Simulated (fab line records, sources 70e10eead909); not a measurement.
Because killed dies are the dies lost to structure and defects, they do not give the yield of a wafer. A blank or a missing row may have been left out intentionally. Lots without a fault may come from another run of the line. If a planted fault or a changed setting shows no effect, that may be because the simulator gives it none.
Which of the tools did it? | flow nand-harc | 36 wafers from 12 lots sampled at 5 of the route's 1302 steps

## WHAT EACH GAUGE READ, for each wafer
NHARC_END_SORT_01. Usual: for defect-limited-yield, 91.1 % with a standard deviation of 2.9; for killed-at-array, 55 with a standard deviation of 20; for killed-at-other, 1.1 with a standard deviation of 1.2; for killed-at-periphery, 3.8 with a standard deviation of 2.8; for killed-dies, 60 with a standard deviation of 19; for killed-open, 3.4 with a standard deviation of 1.9; for killed-short, 2.2 with a standard deviation of 1.5.
lot  | measured     | on        | defect-limited-yield (%) | killed-at-array | killed-at-other | killed-at-periphery | killed-dies | killed-open | killed-short | flag
L562 | day 28 14:54 | prober-02 | 0 0 0                    | 58 52 46        | 1 1 2           | 618 624 629         | 677 677 677 | 3 1 6       | 4 3 4        | OFF
L561 | day 29 11:46 | prober-02 | 0 0 0                    | 37 31 49        | 0 1 1           | 640 645 627         | 677 677 677 | 4 5 6       | 2 0 4        | OFF
L563 | day 29 21:49 | prober-01 | 95.9 96.6 96.3           | 26 21 20        | 1 0 0           | 1 2 5               | 28 23 25    | 3 4 2       | 3 3 1        |
L568 | day 31 17:06 | prober-01 | 89.5 91.7 92.5           | 59 45 42        | 2 2 3           | 10 9 6              | 71 56 51    | 3 1 3       | 6 4 1        |

## EACH LOT AND THE TOOL THAT RAN IT (in order: tool; ch and the chambers of the sampled wafers; start)
lot  | NHARC_P_M2_PRE_CLEAN_32         | NHARC_P_BONDPAD_DESCUM_11          | NHARC_P_BONDPAD_ETCH_12            | NHARC_P_BONDPAD_DEGAS_25
L554 | pecvd-03 ch 0,1,2, day 7 18:16  | rie-diel-02 ch 0,2, day 7 20:05    | rie-diel-02 ch 1,3, day 7 20:16    | pvd-sputter-02, day 7 21:01
L562 | pecvd-01 ch 2, day 11 03:33     | rie-diel-07 ch 0,1,3, day 11 06:08 | rie-diel-07 ch 0,2,3, day 11 06:20 | pvd-sputter-02, day 11 07:05
L561 | pecvd-04 ch 0,1, day 11 03:43   | rie-diel-07 ch 0,2,3, day 11 05:38 | rie-diel-07 ch 0,1, day 11 05:49   | pvd-sputter-01, day 11 06:35
L563 | pecvd-04 ch 1,2, day 11 14:19   | rie-diel-02 ch 0,1, day 11 16:11   | rie-diel-02 ch 2,3, day 11 16:22   | pvd-sputter-03, day 11 17:08
L564 | pecvd-01 ch 0,1, day 12 11:58   | rie-diel-02 ch 1,3, day 12 13:56   | rie-diel-02 ch 1,2,3, day 12 14:07 | pvd-sputter-02, day 12 14:52
L566 | pecvd-01 ch 1,2, day 12 22:58   | rie-diel-02 ch 0,1, day 13 01:11   | rie-diel-02 ch 0,1,3, day 13 01:22 | pvd-sputter-01, day 13 02:10
L567 | pecvd-01 ch 0,2, day 13 06:04   | rie-diel-02 ch 0,1,2, day 13 07:59 | rie-diel-02 ch 1,3, day 13 08:10   | pvd-sputter-01, day 13 08:59
L568 | pecvd-01 ch 1,2, day 13 17:13   | rie-diel-02 ch 0,1,2, day 13 19:07 | rie-diel-02 ch 0,1,2, day 13 19:17 | pvd-sputter-01, day 13 20:02
L570 | pecvd-03 ch 0,1,2, day 14 05:05 | rie-diel-02 ch 0,2,3, day 14 08:02 | rie-diel-02 ch 0,1,2, day 14 08:13 | pvd-sputter-02, day 14 08:58
L571 | pecvd-03 ch 0,1,2, day 14 15:35 | rie-diel-07 ch 1,2,3, day 14 17:32 | rie-diel-07 ch 0,2,3, day 14 17:43 | pvd-sputter-02, day 14 18:28
L573 | pecvd-04 ch 0,1, day 15 19:21   | rie-diel-02 ch 1,3, day 15 21:08   | rie-diel-02 ch 1,2,3, day 15 21:19 | pvd-sputter-01, day 15 22:04
L574 | pecvd-01 ch 0,1, day 16 03:16   | rie-diel-07 ch 0,2, day 16 05:04   | rie-diel-07 ch 0,2,3, day 16 05:15 | pvd-sputter-01, day 16 06:01
- NHARC_P_M2_PRE_CLEAN_32: time 12 s.
- NHARC_P_BONDPAD_DESCUM_11: chemistry O2, time 3 s.
- NHARC_P_BONDPAD_ETCH_12: etches the open film in CHF3/O2, target depth 200 nm, time 100 s.
- NHARC_P_BONDPAD_DEGAS_25: time 60 s.

## AS READ BY THE TOOLS THEMSELVES (means over the sampled wafers that have a number; for cases with no such wafer, the mark the record gives instead)
NHARC_P_M2_PRE_CLEAN_32. Usual: heater-power-w reads 676 W (standard deviation 88).
lot  | tool     | heater-power-w (W) | flag
L554 | pecvd-03 | 687                |
L562 | pecvd-01 | 635                |
L561 | pecvd-04 | 591                |
L563 | pecvd-04 | 533                |
L564 | pecvd-01 | 727                |
L566 | pecvd-01 | 681                |
L567 | pecvd-01 | 769                |
L568 | pecvd-01 | 677                |
L570 | pecvd-03 | 691                |
L571 | pecvd-03 | 621                |
L573 | pecvd-04 | 641                |
L574 | pecvd-01 | 803                |

NHARC_P_BONDPAD_DESCUM_11. Usual: drypump-motor-current-A 5.7 A, standard deviation 0.38; oes-product-au 1.002 a.u., standard deviation 0.011; rf-vpp-V 57.8 V, standard deviation 0.87; showerhead-plenum-p-Torr 1.90 Torr, standard deviation 0.079; throttle-valve-pct 11.313 %, standard deviation 0.0087.
lot  | tool        | drypump-motor-current-A (A) | oes-product-au (a.u.) | rf-vpp-V (V) | showerhead-plenum-p-Torr (Torr) | throttle-valve-pct (%) | flag
L554 | rie-diel-02 | 5.4                         | 1.006                 | 58.0         | 1.90                            | 11.306                 |
L562 | rie-diel-07 | 6.0                         | 0.983                 | 57.7         | 1.91                            | 11.304                 |
L561 | rie-diel-07 | 5.6                         | 0.995                 | 57.5         | 1.85                            | 11.308                 |
L563 | rie-diel-02 | 5.7                         | 1.000                 | 57.4         | 1.93                            | 11.311                 |
L564 | rie-diel-02 | 5.7                         | 1.004                 | 57.4         | 1.89                            | 11.305                 |
L566 | rie-diel-02 | 5.9                         | 1.001                 | 58.0         | 1.86                            | 11.313                 |
L567 | rie-diel-02 | 5.7                         | 1.000                 | 58.1         | 1.88                            | 11.313                 |
L568 | rie-diel-02 | 5.7                         | 1.003                 | 58.1         | 1.88                            | 11.304                 |
L570 | rie-diel-02 | 5.5                         | 1.002                 | 57.3         | 1.93                            | 11.323                 |
L571 | rie-diel-07 | 5.7                         | 0.996                 | 58.0         | 1.92                            | 11.320                 |
L573 | rie-diel-02 | 5.8                         | 1.008                 | 57.6         | 1.89                            | 11.308                 |
L574 | rie-diel-07 | 5.7                         | 0.989                 | 57.7         | 1.87                            | 11.305                 |

NHARC_P_BONDPAD_ETCH_12. Usual: drypump-motor-current-A 5.7 A, standard deviation 0.37; oes-product-au 0.939 a.u., standard deviation 0.022; rf-vpp-V 370.3 V, standard deviation 2.1; run-length-s 121.2 s, standard deviation 0.42; showerhead-plenum-p-Torr 2.39 Torr, standard deviation 0.094; throttle-valve-pct 20.573 %, standard deviation 0.01.
lot  | tool        | drypump-motor-current-A (A) | oes-product-au (a.u.) | rf-vpp-V (V) | run-length-s (s) | showerhead-plenum-p-Torr (Torr) | throttle-valve-pct (%) | flag
L554 | rie-diel-02 | 5.8                         | 0.967                 | 370.0        | 121.1            | 2.38                            | 20.569                 |
L562 | rie-diel-07 | 5.6                         | 0.916                 | 369.7        | 95.9             | 2.33                            | 20.561                 | OFF
L561 | rie-diel-07 | 6.2                         | 0.921                 | 372.6        | 95.8             | 2.49                            | 20.572                 | OFF
L563 | rie-diel-02 | 5.5                         | 0.926                 | 370.1        | 121.2            | 2.36                            | 20.572                 |
L564 | rie-diel-02 | 5.7                         | 0.919                 | 368.7        | 121.0            | 2.34                            | 20.573                 |
L566 | rie-diel-02 | 5.7                         | 0.970                 | 370.6        | 120.9            | 2.39                            | 20.579                 |
L567 | rie-diel-02 | 5.8                         | 0.979                 | 369.6        | 121.3            | 2.37                            | 20.581                 |
L568 | rie-diel-02 | 5.7                         | 0.926                 | 370.2        | 121.1            | 2.36                            | 20.564                 |
L570 | rie-diel-02 | 5.7                         | 0.968                 | 370.2        | 120.8            | 2.36                            | 20.572                 |
L571 | rie-diel-07 | 5.6                         | 0.923                 | 368.9        | 121.5            | 2.33                            | 20.562                 |
L573 | rie-diel-02 | 5.7                         | 0.924                 | 369.5        | 121.5            | 2.34                            | 20.571                 |
L574 | rie-diel-07 | 5.6                         | 0.921                 | 368.1        | 121.3            | 2.33                            | 20.563                 |

NHARC_P_BONDPAD_DEGAS_25. Usual: heater-power-w reads 460 W (standard deviation 41).
lot  | tool           | heater-power-w (W) | flag
L554 | pvd-sputter-02 | 412                |
L562 | pvd-sputter-02 | 458                |
L561 | pvd-sputter-01 | 471                |
L563 | pvd-sputter-03 | 457                |
L564 | pvd-sputter-02 | 453                |
L566 | pvd-sputter-01 | 456                |
L567 | pvd-sputter-01 | 458                |
L568 | pvd-sputter-01 | 476                |
L570 | pvd-sputter-02 | 430                |
L571 | pvd-sputter-02 | 427                |
L573 | pvd-sputter-01 | 445                |
L574 | pvd-sputter-01 | 471                |

## THE ANSWER, worked out from the rows above alone
Rule: lot off if the mean of its wafers having a number is beyond 3 standard deviations from the usual mean. Also off: a lot with no number at a reading for which 4 or more lots have one. Where the step has rows for the other lots, those lots are counted as sound. Order of review: gauges by route order, followed by the tools' own readings, for which a lot's mean as printed above is used. The first step at which some lot is off is used, and at that step the reading that is off furthest; a lot without a number counts as furthest.
Off: L562, L561 (NHARC_END_SORT_01, killed-at-periphery). Neither off nor sound, because the step has no rows for them: L554, L564, L566, L567, L570, L571, L573, L574.
If a tool, at a process step before that reading, ran all the lots that are off and no sound lot after the first of them, it fits. The gauges at NHARC_END_SORT_01 aren't tried: what is off there is off at NHARC_P_BONDPAD_ETCH_12 too, on other tools, and a gauge's error can't cause that. One fits: NHARC_P_BONDPAD_DESCUM_11 and NHARC_P_BONDPAD_ETCH_12 on rie-diel-07. It ran no sound lot before its first lot that is off in this sample, so the start can't be narrowed down.
The tool's own readings at NHARC_P_BONDPAD_DESCUM_11 bear it out: on the lots that are off they differ by more than 5 times the standard deviation of the sound lots' means. drypump-motor-current-A reads 5.8 A there against 5.7 A on the sound lots; oes-product-au reads 0.989 a.u. there against 1.002 a.u. on the sound lots.

## WHAT THE SIMULATOR HAD PUT IN
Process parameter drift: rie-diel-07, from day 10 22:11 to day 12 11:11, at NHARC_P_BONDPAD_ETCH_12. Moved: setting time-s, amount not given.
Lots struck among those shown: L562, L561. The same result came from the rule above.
